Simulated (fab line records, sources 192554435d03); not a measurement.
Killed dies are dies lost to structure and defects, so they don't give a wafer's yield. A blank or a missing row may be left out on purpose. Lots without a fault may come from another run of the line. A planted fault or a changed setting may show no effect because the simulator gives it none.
One fault seen from 2 desks | flow n5_finfet | each desk has only its own numbers; what lay behind them comes last

THE TOOL OWNER'S DESK: ald_sin-03
The tool's own readings at N5_BEOL_M1_ALD_98 (deposits SiO2, target thk 2.5 nm, pulse time 1 s, co reactant pulse time 1 s): means of the sampled wafers that have a number, for each lot that ran on this tool. A lot is out of limits, marked OUT, if its mean lies more than 4 standard deviations from the usual mean; the brackets give that distance.
Columns: A = heater_power_w at N5_BEOL_M1_ALD_98, usual 74 W; B = precursor_pulse_height_rel at N5_BEOL_M1_ALD_98, usual 1.001
lot  | first seen here | A  | B
L537 | day 8 03:53     | 84 | 0.993
L540 | day 8 19:20     | 76 | 0.992
L541 | day 9 05:36     | 86 | 1.001
This desk's finding: nothing out of limits on any of the 3 lots.

THE METROLOGY DESK
What the gauges read, lot by lot, whatever tool the lot ran on: means of the sampled wafers that have a number. A lot is out of limits, marked OUT, if its mean lies more than 4 standard deviations from the usual mean; the brackets give that distance. Of its 11 readings 7 are shown: those that lie furthest out on some lot.
Columns: A = CHAIN_V0 at N5_BEOL_M4_RC_MEAS_101, usual 232 ohm/link; B = DIBL_P at N5_BEOL_M4_RC_MEAS_101, usual 36.5 mV/V; C = IOFF_P at N5_BEOL_M4_RC_MEAS_101, usual 0.21 nA/um; D = ION_N at N5_BEOL_M4_RC_MEAS_101, usual 675 uA/um; E = ION_P at N5_BEOL_M4_RC_MEAS_101, usual 464 uA/um; F = VT_N at N5_BEOL_M4_RC_MEAS_101, usual 250.4 mV; G = VT_P at N5_BEOL_M4_RC_MEAS_101, usual -250 mV
lot  | first seen here | A   | B    | C    | D   | E   | F     | G
L537 | day 9 20:51     | 234 | 34.4 | 0.16 | 664 | 451 | 252.1 | -257
L540 | day 10 11:37    | 250 | 38.0 | 0.23 | 694 | 474 | 246.4 | -246
L541 | day 11 11:55    | 256 | 36.0 | 0.18 | 678 | 456 | 248.1 | -252
L546 | day 12 15:37    | 230 | 36.0 | 0.19 | 671 | 460 | 251.6 | -253
This desk's finding: nothing out of limits on any of the 4 lots.

PUT TOGETHER
The tool owner's desk saw nothing out of limits.
The metrology desk saw nothing out of limits.

WHAT THE SIMULATOR HAD PUT IN
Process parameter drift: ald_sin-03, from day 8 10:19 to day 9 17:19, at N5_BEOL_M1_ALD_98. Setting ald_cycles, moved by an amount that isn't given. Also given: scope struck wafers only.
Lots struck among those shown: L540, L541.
